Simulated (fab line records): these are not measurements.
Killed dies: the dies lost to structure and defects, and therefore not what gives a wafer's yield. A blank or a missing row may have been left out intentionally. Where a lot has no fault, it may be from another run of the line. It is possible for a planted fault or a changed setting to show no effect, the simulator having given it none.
Chamber matching    flow nand_harc    NHARC_A_CHANNEL_HOLE_D2_ETCH_44 on rie_diel-13 has 4 sister chambers
The step etches the open film in CF4/O2, target depth 140 nm, overetch 14 nm, time 77 s. 4 wafers are shown with their chamber, then 9 later ones without.

== WAFERS WITH THEIR CHAMBER ==
wafer   chamber  drypump_motor_current_A (A)
L083.1  3        5.7
L083.4  0        6.3
L086.5  1        4.9
L086.6  2        4.9

== WAFERS WHOSE CHAMBER IS MISSING ==
wafer   drypump_motor_current_A (A)
L088.1  4.9
L088.4  6.2
L088.6  4.9
L092.3  4.9
L092.4  5.7
L092.6  4.9
L093.2  5.0
L093.4  5.0
L093.5  4.9

== WHICH CHAMBER EACH ONE RAN IN ==
wafer   from the rows above      in truth
L088.1  can't be placed: 1 or 2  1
L088.4  0                        0
L088.6  can't be placed: 1 or 2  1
L092.3  can't be placed: 1 or 2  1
L092.4  3                        3
L092.6  can't be placed: 1 or 2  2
L093.2  can't be placed: 1 or 2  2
L093.4  can't be placed: 1 or 2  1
L093.5  can't be placed: 1 or 2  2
Placed correctly: 2 of 9. Can't be placed from these rows: 7 (the true chamber is among the candidates in 7). Placed wrongly: 0.
How it was worked out, from the rows above alone: a wafer's distance from a chamber is the root of the sum, over the readings, of the square of ((its reading less the chamber's mean) divided by the reading's scatter). If the next closest chamber is less than 2 further off than the closest, the wafer can't be placed; otherwise it belongs to the closest. The mean given for a chamber averages the wafers shown for that chamber. The scatter: root of mean squared gap, hidden wafer to nearest shown wafer, with one shown wafer a chamber.
